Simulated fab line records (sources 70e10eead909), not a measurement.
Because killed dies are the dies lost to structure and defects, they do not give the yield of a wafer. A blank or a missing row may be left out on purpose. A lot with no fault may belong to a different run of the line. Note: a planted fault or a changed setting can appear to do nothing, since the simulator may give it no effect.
Matching of chambers || flow nand_harc || NHARC_A_STAIRCASE_DESCUM_168 on rie_diel-13: 4 sister chambers
The step chemistry O2, time 3 s. 4 wafers are shown with their chamber, then 11 later ones without.

WAFERS WITH THEIR CHAMBER
{"wafer": "L081.1", "chamber": 3, "showerhead_plenum_p_Torr (Torr)": 1.87}
{"wafer": "L090.2", "chamber": 2, "showerhead_plenum_p_Torr (Torr)": 1.98}
{"wafer": "L090.4", "chamber": 0, "showerhead_plenum_p_Torr (Torr)": 1.82}
{"wafer": "L090.1", "chamber": 1, "showerhead_plenum_p_Torr (Torr)": 1.87}

WAFERS MISSING THEIR CHAMBER
{"wafer": "L090.3", "showerhead_plenum_p_Torr (Torr)": 1.86}
{"wafer": "L090.6", "showerhead_plenum_p_Torr (Torr)": 1.82}
{"wafer": "L095.2", "showerhead_plenum_p_Torr (Torr)": 1.87}
{"wafer": "L095.4", "showerhead_plenum_p_Torr (Torr)": 1.86}
{"wafer": "L095.6", "showerhead_plenum_p_Torr (Torr)": 1.87}
{"wafer": "L095.1", "showerhead_plenum_p_Torr (Torr)": 1.82}
{"wafer": "L095.3", "showerhead_plenum_p_Torr (Torr)": 1.98}
{"wafer": "L095.5", "showerhead_plenum_p_Torr (Torr)": 1.98}
{"wafer": "L097.2", "showerhead_plenum_p_Torr (Torr)": 1.81}
{"wafer": "L097.4", "showerhead_plenum_p_Torr (Torr)": 1.97}
{"wafer": "L097.6", "showerhead_plenum_p_Torr (Torr)": 1.97}

CHAMBER TAKEN BY EACH
{"wafer": "L090.3", "from the rows above": "can't be placed: 1 or 3", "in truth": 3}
{"wafer": "L090.6", "from the rows above": 0, "in truth": 0}
{"wafer": "L095.2", "from the rows above": "can't be placed: 1 or 3", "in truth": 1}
{"wafer": "L095.4", "from the rows above": "can't be placed: 1 or 3", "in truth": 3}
{"wafer": "L095.6", "from the rows above": "can't be placed: 1 or 3", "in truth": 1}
{"wafer": "L095.1", "from the rows above": 0, "in truth": 0}
{"wafer": "L095.3", "from the rows above": 2, "in truth": 2}
{"wafer": "L095.5", "from the rows above": 2, "in truth": 2}
{"wafer": "L097.2", "from the rows above": 0, "in truth": 0}
{"wafer": "L097.4", "from the rows above": 2, "in truth": 2}
{"wafer": "L097.6", "from the rows above": 2, "in truth": 2}
Correct placement for 7 of the 11. Unplaceable from these rows: 4, with the true chamber sitting among the candidates in 4. Placed wrongly: 0.
How it was worked out, from the rows above alone: a wafer's distance from a chamber is the root of the sum, over the readings, of the square of ((its reading less the chamber's mean) divided by the reading's scatter). The wafer belongs to the nearest chamber; if the next one is less than 2 further off, it can't be placed. The mean given for a chamber averages the wafers shown for that chamber. The scatter (one wafer shown for each chamber): square how far every hidden wafer sits from the nearest shown wafer, average those squares and take the square root.
